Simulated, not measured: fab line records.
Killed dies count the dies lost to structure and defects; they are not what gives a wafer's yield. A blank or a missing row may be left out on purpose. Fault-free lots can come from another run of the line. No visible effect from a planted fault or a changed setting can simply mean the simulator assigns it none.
What tool caused it? / flow n5 finfet / 12 lots, 36 wafers sampled, at 2 steps of a route of 1938

== WHAT EACH GAUGE READ, for each wafer ==
N5_BEOL_M14_RS_MEAS_54: measurement is done with a four-point probe.
lot=L074; measured=day 11 20:39; on=film metro-01; M14_RS (ohm/sq)=0.0331 0.0329 0.0334
lot=L076; measured=day 12 04:12; on=film metro-02; M14_RS (ohm/sq)=0.0350 0.0346 0.0348
lot=L078; measured=day 12 17:34; on=film metro-02; M14_RS (ohm/sq)=0.0331 0.0332 0.0327
lot=L082; measured=day 13 22:24; on=film metro-02; M14_RS (ohm/sq)=0.0350 0.0333 0.0336
lot=L083; measured=day 14 08:01; on=film metro-02; M14_RS (ohm/sq)=0.0355 0.0333 0.0352
lot=L086; measured=day 14 17:00; on=film metro-02; M14_RS (ohm/sq)=0.0341 0.0335 0.0325
lot=L081; measured=day 15 07:19; on=film metro-02; M14_RS (ohm/sq)=0.0330 0.0325 0.0344
lot=L087; measured=day 15 13:00; on=film metro-01; M14_RS (ohm/sq)=0.0321 0.0317 0.0328
lot=L093; measured=day 16 02:34; on=film metro-02; M14_RS (ohm/sq)=0.0341 0.0332 0.0335
lot=L094; measured=day 16 14:46; on=film metro-01; M14_RS (ohm/sq)=0.0341 0.0344 0.0344
lot=L097; measured=day 17 03:48; on=film metro-01; M14_RS (ohm/sq)=0.0339 0.0340 0.0325
lot=L091; measured=day 17 21:46; on=film metro-01; M14_RS (ohm/sq)=0.0334 0.0338 0.0335

== WHAT TOOL EACH LOT RAN ON (gives the tool, then ch and the chambers of the sampled wafers, and finally the start) ==
lot=L074; N5_BEOL_M14_DEGAS_41=pvd sputter-01, day 11 19:14
lot=L076; N5_BEOL_M14_DEGAS_41=pvd sputter-03, day 12 02:52
lot=L078; N5_BEOL_M14_DEGAS_41=pvd sputter-01, day 12 16:18
lot=L082; N5_BEOL_M14_DEGAS_41=pvd sputter-03, day 13 21:08
lot=L083; N5_BEOL_M14_DEGAS_41=pvd sputter-03, day 14 06:34
lot=L086; N5_BEOL_M14_DEGAS_41=pvd sputter-02, day 14 15:44
lot=L081; N5_BEOL_M14_DEGAS_41=pvd sputter-03, day 15 06:02
lot=L087; N5_BEOL_M14_DEGAS_41=pvd sputter-01, day 15 11:16
lot=L093; N5_BEOL_M14_DEGAS_41=pvd sputter-03, day 16 01:14
lot=L094; N5_BEOL_M14_DEGAS_41=pvd sputter-03, day 16 13:29
lot=L097; N5_BEOL_M14_DEGAS_41=pvd sputter-01, day 17 02:32
lot=L091; N5_BEOL_M14_DEGAS_41=pvd sputter-03, day 17 19:56
- N5_BEOL_M14_DEGAS_41: time 60 s.

== THE ANSWER, worked out from the rows above alone ==
Rule: the usual values come from the lots themselves. Put in order of their means at a reading, lots are off if they are a third of the lots or fewer, leave a main group of 4 or more, and stand apart from it by a gap of 3 or more times the standard deviation of the main group's means; of several such gaps the widest counts. A main group whose means are all the same, to the digits that the tables above print for the reading, isn't used. Also off: a lot with no number at a reading for which 4 or more lots have one. Any other lot the step has rows for is counted as sound.
No lot is off on any of the readings shown, so nothing can be concluded from this.

== WHAT HAD BEEN PUT IN BY THE SIMULATOR ==
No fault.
